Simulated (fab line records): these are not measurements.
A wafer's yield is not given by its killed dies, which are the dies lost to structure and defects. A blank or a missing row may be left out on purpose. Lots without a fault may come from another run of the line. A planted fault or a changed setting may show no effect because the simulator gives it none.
The tool behind it: which one? || flow n5_finfet || 30 wafers from 10 lots sampled at 6 of the route's 1938 steps

WHAT EACH GAUGE READ, for each wafer
N5_STI_FIN_REVEAL_INSPECT_13: inspects for defects (darkfield). Usual: raw_defect_count at 11, with a standard deviation of 4.9.
{"lot": "L682", "measured": "day 3 00:49", "on": "defect_inspect-01", "raw_defect_count": "5 17 12", "flag": ""}
{"lot": "L683", "measured": "day 3 07:02", "on": "defect_inspect-02", "raw_defect_count": "7 16 6", "flag": ""}
{"lot": "L684", "measured": "day 3 13:22", "on": "defect_inspect-02", "raw_defect_count": "9 11 19", "flag": ""}
{"lot": "L694", "measured": "day 6 01:34", "on": "defect_inspect-02", "raw_defect_count": "13 16 13", "flag": ""}
{"lot": "L696", "measured": "day 6 12:16", "on": "defect_inspect-01", "raw_defect_count": "530 8 17", "flag": "OFF"}
{"lot": "L698", "measured": "day 7 01:59", "on": "defect_inspect-01", "raw_defect_count": "9 475 8", "flag": "OFF"}
{"lot": "L700", "measured": "day 7 14:05", "on": "defect_inspect-02", "raw_defect_count": "7 8 11", "flag": ""}
{"lot": "L701", "measured": "day 7 20:41", "on": "defect_inspect-02", "raw_defect_count": "8 11 7", "flag": ""}
{"lot": "L702", "measured": "day 8 02:22", "on": "defect_inspect-02", "raw_defect_count": "16 12 18", "flag": ""}
{"lot": "L703", "measured": "day 8 06:52", "on": "defect_inspect-01", "raw_defect_count": "12 5 5", "flag": ""}

N5_BEOL_M4_RC_MEAS_101. Usual: DIBL_N 36.4 mV/V, standard deviation 2.7; DIBL_P 36 mV/V, standard deviation 3.2; IOFF_N 0.16 nA/um, standard deviation 0.046; IOFF_P 0.21 nA/um, standard deviation 0.055; ION_N 677 uA/um, standard deviation 15; ION_P 464 uA/um, standard deviation 11; SS_N 71.5 mV/dec, standard deviation 0.79; SS_P 73.3 mV/dec, standard deviation 0.93; VT_N 250 mV, standard deviation 4.1; VT_P -251 mV, standard deviation 4.4.
{"lot": "L682", "measured": "day 9 09:14", "on": "prober-02", "DIBL_N (mV/V)": "36.1 37.3 37.3", "DIBL_P (mV/V)": "36 37 38", "IOFF_N (nA/um)": "0.15 0.18 0.18", "IOFF_P (nA/um)": "0.20 0.23 0.24", "ION_N (uA/um)": "674 681 689", "ION_P (uA/um)": "469 471 474", "SS_N (mV/dec)": "70.7 71.8 71.7", "SS_P (mV/dec)": "72.6 74.1 73.8", "VT_N (mV)": "250 247 246", "VT_P (mV)": "-248 -250 -248", "flag": ""}
{"lot": "L683", "measured": "day 8 21:05", "on": "prober-01", "DIBL_N (mV/V)": "38.3 37.2 35.4", "DIBL_P (mV/V)": "40 38 36", "IOFF_N (nA/um)": "0.22 0.19 0.16", "IOFF_P (nA/um)": "0.36 0.28 0.26", "ION_N (uA/um)": "695 691 682", "ION_P (uA/um)": "487 478 481", "SS_N (mV/dec)": "72.9 72.2 72.0", "SS_P (mV/dec)": "73.0 73.6 73.0", "VT_N (mV)": "242 245 248", "VT_P (mV)": "-239 -242 -243", "flag": ""}
{"lot": "L684", "measured": "day 9 14:45", "on": "prober-02", "DIBL_N (mV/V)": "31.4 36.5 35.3", "DIBL_P (mV/V)": "29 36 34", "IOFF_N (nA/um)": "0.09 0.17 0.14", "IOFF_P (nA/um)": "0.13 0.21 0.18", "ION_N (uA/um)": "648 691 677", "ION_P (uA/um)": "452 470 463", "SS_N (mV/dec)": "69.9 71.7 71.3", "SS_P (mV/dec)": "71.0 72.6 72.5", "VT_N (mV)": "256 246 252", "VT_P (mV)": "-257 -249 -253", "flag": ""}
{"lot": "L694", "measured": "day 11 17:33", "on": "prober-02", "DIBL_N (mV/V)": "33.3 38.7 36.7", "DIBL_P (mV/V)": "34 39 35", "IOFF_N (nA/um)": "0.12 0.24 0.18", "IOFF_P (nA/um)": "0.18 0.25 0.19", "ION_N (uA/um)": "656 684 653", "ION_P (uA/um)": "454 456 445", "SS_N (mV/dec)": "71.3 72.1 72.6", "SS_P (mV/dec)": "73.1 75.0 73.5", "VT_N (mV)": "254 244 252", "VT_P (mV)": "-254 -251 -254", "flag": ""}
{"lot": "L696", "measured": "day 12 02:02", "on": "prober-01", "DIBL_N (mV/V)": "36.6 40.7 37.0", "DIBL_P (mV/V)": "38 43 40", "IOFF_N (nA/um)": "0.16 0.25 0.16", "IOFF_P (nA/um)": "0.19 0.26 0.21", "ION_N (uA/um)": "692 694 668", "ION_P (uA/um)": "463 461 454", "SS_N (mV/dec)": "71.7 72.5 70.8", "SS_P (mV/dec)": "73.7 74.8 73.7", "VT_N (mV)": "248 247 254", "VT_P (mV)": "-253 -250 -254", "flag": ""}
{"lot": "L698", "measured": "day 12 22:44", "on": "prober-02", "DIBL_N (mV/V)": "34.7 37.8 34.3", "DIBL_P (mV/V)": "35 41 36", "IOFF_N (nA/um)": "0.13 0.18 0.12", "IOFF_P (nA/um)": "0.14 0.22 0.16", "ION_N (uA/um)": "667 671 658", "ION_P (uA/um)": "445 450 445", "SS_N (mV/dec)": "71.0 72.3 71.2", "SS_P (mV/dec)": "72.4 73.9 72.7", "VT_N (mV)": "255 251 254", "VT_P (mV)": "-255 -253 -258", "flag": ""}
{"lot": "L700", "measured": "day 13 10:51", "on": "prober-01", "DIBL_N (mV/V)": "36.5 32.8 35.4", "DIBL_P (mV/V)": "35 31 34", "IOFF_N (nA/um)": "0.14 0.10 0.13", "IOFF_P (nA/um)": "0.19 0.14 0.17", "ION_N (uA/um)": "663 659 670", "ION_P (uA/um)": "462 453 461", "SS_N (mV/dec)": "70.9 70.5 71.1", "SS_P (mV/dec)": "72.6 72.4 72.0", "VT_N (mV)": "250 256 252", "VT_P (mV)": "-251 -256 -255", "flag": ""}
{"lot": "L701", "measured": "day 14 04:37", "on": "prober-02", "DIBL_N (mV/V)": "36.8 37.1 37.0", "DIBL_P (mV/V)": "37 38 38", "IOFF_N (nA/um)": "0.19 0.20 0.17", "IOFF_P (nA/um)": "0.23 0.23 0.23", "ION_N (uA/um)": "697 694 673", "ION_P (uA/um)": "475 466 466", "SS_N (mV/dec)": "71.2 71.2 71.6", "SS_P (mV/dec)": "72.9 73.8 74.1", "VT_N (mV)": "246 246 247", "VT_P (mV)": "-248 -253 -251", "flag": ""}
{"lot": "L702", "measured": "day 14 07:22", "on": "prober-02", "DIBL_N (mV/V)": "40.0 36.7 41.0", "DIBL_P (mV/V)": "38 34 40", "IOFF_N (nA/um)": "0.21 0.14 0.23", "IOFF_P (nA/um)": "0.22 0.16 0.25", "ION_N (uA/um)": "677 659 689", "ION_P (uA/um)": "457 448 467", "SS_N (mV/dec)": "72.4 71.2 72.3", "SS_P (mV/dec)": "73.5 72.5 74.2", "VT_N (mV)": "249 253 247", "VT_P (mV)": "-253 -257 -252", "flag": ""}
{"lot": "L703", "measured": "day 14 07:26", "on": "prober-01", "DIBL_N (mV/V)": "28.6 32.5 32.1", "DIBL_P (mV/V)": "29 32 33", "IOFF_N (nA/um)": "0.06 0.11 0.11", "IOFF_P (nA/um)": "0.09 0.12 0.13", "ION_N (uA/um)": "633 658 677", "ION_P (uA/um)": "435 440 462", "SS_N (mV/dec)": "70.3 71.0 70.6", "SS_P (mV/dec)": "70.7 71.9 71.7", "VT_N (mV)": "264 256 253", "VT_P (mV)": "-265 -259 -259", "flag": ""}

TOOL THAT RAN EACH LOT (tool first, then ch and the chambers of the sampled wafers, then the start)
{"lot": "L682", "N5_STI_FIN_REVEAL_ALD_00": "ald_sin-03 ch 2,3, day 2 15:26", "N5_STI_FIN_REVEAL_ALD_14": "ald_sin-03 ch 2,3, day 2 15:29", "N5_STI_FIN_REVEAL_PRECLEAN_26": "wet_bench-03 ch 0,6,7, day 2 21:52", "N5_STI_FIN_REVEAL_RECESS_09": "vapor_etch-02 ch 0,1, day 2 22:27"}
{"lot": "L683", "N5_STI_FIN_REVEAL_ALD_00": "ald_sin-02 ch 0,1,2, day 2 21:33", "N5_STI_FIN_REVEAL_ALD_14": "ald_sin-02 ch 0,1,2, day 2 21:36", "N5_STI_FIN_REVEAL_PRECLEAN_26": "wet_bench-05 ch 5,6,7, day 3 04:11", "N5_STI_FIN_REVEAL_RECESS_09": "vapor_etch-02 ch 0,1, day 3 04:47"}
{"lot": "L684", "N5_STI_FIN_REVEAL_ALD_00": "ald_sin-02 ch 1,2,3, day 3 04:16", "N5_STI_FIN_REVEAL_ALD_14": "ald_sin-02 ch 1,2,3, day 3 04:19", "N5_STI_FIN_REVEAL_PRECLEAN_26": "wet_bench-03 ch 0,1,3, day 3 10:31", "N5_STI_FIN_REVEAL_RECESS_09": "vapor_etch-02 ch 0,1, day 3 10:35"}
{"lot": "L694", "N5_STI_FIN_REVEAL_ALD_00": "ald_sin-03 ch 1,2,3, day 5 16:50", "N5_STI_FIN_REVEAL_ALD_14": "ald_sin-03 ch 1,2,3, day 5 16:53", "N5_STI_FIN_REVEAL_PRECLEAN_26": "wet_bench-05 ch 2,4,6, day 5 22:43", "N5_STI_FIN_REVEAL_RECESS_09": "vapor_etch-02 ch 0,1, day 5 22:46"}
{"lot": "L696", "N5_STI_FIN_REVEAL_ALD_00": "ald_sin-03 ch 2,3, day 6 03:31", "N5_STI_FIN_REVEAL_ALD_14": "ald_sin-03 ch 2,3, day 6 03:34", "N5_STI_FIN_REVEAL_PRECLEAN_26": "wet_bench-05 ch 0,2,6, day 6 09:25", "N5_STI_FIN_REVEAL_RECESS_09": "vapor_etch-01 ch 0,1, day 6 09:29"}
{"lot": "L698", "N5_STI_FIN_REVEAL_ALD_00": "ald_sin-01 ch 0,1, day 6 16:52", "N5_STI_FIN_REVEAL_ALD_14": "ald_sin-01 ch 0,1, day 6 16:55", "N5_STI_FIN_REVEAL_PRECLEAN_26": "wet_bench-05 ch 3,6,7, day 6 23:07", "N5_STI_FIN_REVEAL_RECESS_09": "vapor_etch-01 ch 0,1, day 6 23:11"}
{"lot": "L700", "N5_STI_FIN_REVEAL_ALD_00": "ald_sin-02 ch 0,1,3, day 7 05:20", "N5_STI_FIN_REVEAL_ALD_14": "ald_sin-02 ch 0,1,3, day 7 05:23", "N5_STI_FIN_REVEAL_PRECLEAN_26": "wet_bench-03 ch 0,1,5, day 7 11:10", "N5_STI_FIN_REVEAL_RECESS_09": "vapor_etch-02 ch 0,1, day 7 11:14"}
{"lot": "L701", "N5_STI_FIN_REVEAL_ALD_00": "ald_sin-03 ch 0,1,2, day 7 11:17", "N5_STI_FIN_REVEAL_ALD_14": "ald_sin-03 ch 0,1,2, day 7 11:20", "N5_STI_FIN_REVEAL_PRECLEAN_26": "wet_bench-05 ch 0,1,3, day 7 17:11", "N5_STI_FIN_REVEAL_RECESS_09": "vapor_etch-02 ch 0,1, day 7 17:31"}
{"lot": "L702", "N5_STI_FIN_REVEAL_ALD_00": "ald_sin-02 ch 2,3, day 7 17:27", "N5_STI_FIN_REVEAL_ALD_14": "ald_sin-02 ch 2,3, day 7 17:30", "N5_STI_FIN_REVEAL_PRECLEAN_26": "wet_bench-03 ch 3,5,6, day 7 23:19", "N5_STI_FIN_REVEAL_RECESS_09": "vapor_etch-01 ch 0,1, day 7 23:55"}
{"lot": "L703", "N5_STI_FIN_REVEAL_ALD_00": "ald_sin-02 ch 0,1,2, day 7 22:11", "N5_STI_FIN_REVEAL_ALD_14": "ald_sin-02 ch 0,1,2, day 7 22:14", "N5_STI_FIN_REVEAL_PRECLEAN_26": "wet_bench-02 ch 0,1,4, day 8 04:00", "N5_STI_FIN_REVEAL_RECESS_09": "vapor_etch-01 ch 0,1, day 8 04:04"}
- N5_STI_FIN_REVEAL_ALD_00: deposits SiO2, target thk 1 nm, pulse time 1 s.
- N5_STI_FIN_REVEAL_ALD_14: deposits Si3N4, target thk 3 nm.
- N5_STI_FIN_REVEAL_PRECLEAN_26: cleans in SC1, time 45 s.
- N5_STI_FIN_REVEAL_RECESS_09: chemistry HF/NH3, target SiO2, afs cycles 11, target depth 42.5 nm, sublimation time 60 s.

AS READ BY THE TOOLS THEMSELVES (means over the sampled wafers that have a number; for cases with no such wafer, the mark the record gives instead)
N5_STI_FIN_REVEAL_ALD_00. Usual: heater_power_w 480 W, standard deviation 43; precursor_pulse_height_rel 1.003, standard deviation 0.02.
{"lot": "L682", "tool": "ald_sin-03", "heater_power_w (W)": 467, "precursor_pulse_height_rel": 0.982, "flag": ""}
{"lot": "L683", "tool": "ald_sin-02", "heater_power_w (W)": 481, "precursor_pulse_height_rel": 0.994, "flag": ""}
{"lot": "L684", "tool": "ald_sin-02", "heater_power_w (W)": 493, "precursor_pulse_height_rel": 1.005, "flag": ""}
{"lot": "L694", "tool": "ald_sin-03", "heater_power_w (W)": 444, "precursor_pulse_height_rel": 0.992, "flag": ""}
{"lot": "L696", "tool": "ald_sin-03", "heater_power_w (W)": 441, "precursor_pulse_height_rel": 1.017, "flag": ""}
{"lot": "L698", "tool": "ald_sin-01", "heater_power_w (W)": 460, "precursor_pulse_height_rel": 1.009, "flag": ""}
{"lot": "L700", "tool": "ald_sin-02", "heater_power_w (W)": 537, "precursor_pulse_height_rel": 1.005, "flag": ""}
{"lot": "L701", "tool": "ald_sin-03", "heater_power_w (W)": 469, "precursor_pulse_height_rel": 1.016, "flag": ""}
{"lot": "L702", "tool": "ald_sin-02", "heater_power_w (W)": 505, "precursor_pulse_height_rel": 1.019, "flag": ""}
{"lot": "L703", "tool": "ald_sin-02", "heater_power_w (W)": 482, "precursor_pulse_height_rel": 1.013, "flag": ""}

N5_STI_FIN_REVEAL_ALD_14. Usual: heater_power_w at 859 W, with a standard deviation of 79.
{"lot": "L682", "tool": "ald_sin-03", "heater_power_w (W)": 831, "flag": ""}
{"lot": "L683", "tool": "ald_sin-02", "heater_power_w (W)": 855, "flag": ""}
{"lot": "L684", "tool": "ald_sin-02", "heater_power_w (W)": 880, "flag": ""}
{"lot": "L694", "tool": "ald_sin-03", "heater_power_w (W)": 806, "flag": ""}
{"lot": "L696", "tool": "ald_sin-03", "heater_power_w (W)": 784, "flag": ""}
{"lot": "L698", "tool": "ald_sin-01", "heater_power_w (W)": 849, "flag": ""}
{"lot": "L700", "tool": "ald_sin-02", "heater_power_w (W)": 964, "flag": ""}
{"lot": "L701", "tool": "ald_sin-03", "heater_power_w (W)": 845, "flag": ""}
{"lot": "L702", "tool": "ald_sin-02", "heater_power_w (W)": 905, "flag": ""}
{"lot": "L703", "tool": "ald_sin-02", "heater_power_w (W)": 865, "flag": ""}

N5_STI_FIN_REVEAL_RECESS_09. Usual: drypump_motor_current_A at 5.9 A, with a standard deviation of 0.41.
{"lot": "L682", "tool": "vapor_etch-02", "drypump_motor_current_A (A)": 5.7, "flag": ""}
{"lot": "L683", "tool": "vapor_etch-02", "drypump_motor_current_A (A)": 5.7, "flag": ""}
{"lot": "L684", "tool": "vapor_etch-02", "drypump_motor_current_A (A)": 5.6, "flag": ""}
{"lot": "L694", "tool": "vapor_etch-02", "drypump_motor_current_A (A)": 5.7, "flag": ""}
{"lot": "L696", "tool": "vapor_etch-01", "drypump_motor_current_A (A)": 5.9, "flag": ""}
{"lot": "L698", "tool": "vapor_etch-01", "drypump_motor_current_A (A)": 6.2, "flag": ""}
{"lot": "L700", "tool": "vapor_etch-02", "drypump_motor_current_A (A)": 5.7, "flag": ""}
{"lot": "L701", "tool": "vapor_etch-02", "drypump_motor_current_A (A)": 5.7, "flag": ""}
{"lot": "L702", "tool": "vapor_etch-01", "drypump_motor_current_A (A)": 6.2, "flag": ""}
{"lot": "L703", "tool": "vapor_etch-01", "drypump_motor_current_A (A)": 5.9, "flag": ""}

THE ANSWER, worked out from the rows above alone
Rule: a lot counts as off when the mean over its wafers that have a number is more than 3 standard deviations away from the usual mean. A lot without any number at a reading at which 4 lots or more have one is off too. Where the step has rows for the other lots, those lots are counted as sound. The gauges are gone through in route order, then the tools' own readings, and for those a lot's mean is taken as printed above. The first step at which some lot is off is used, and at that step the reading that is off furthest; a lot without a number counts as furthest.
Off: L696, L698, at N5_STI_FIN_REVEAL_INSPECT_13 (raw_defect_count).
If a tool, at a process step before that reading, ran all the lots that are off and no sound lot after the first of them, it fits. Those tools and the gauges at N5_STI_FIN_REVEAL_INSPECT_13 are tried in the same way. Of those tried, none fits.

WHAT THE SIMULATOR HAD INSERTED
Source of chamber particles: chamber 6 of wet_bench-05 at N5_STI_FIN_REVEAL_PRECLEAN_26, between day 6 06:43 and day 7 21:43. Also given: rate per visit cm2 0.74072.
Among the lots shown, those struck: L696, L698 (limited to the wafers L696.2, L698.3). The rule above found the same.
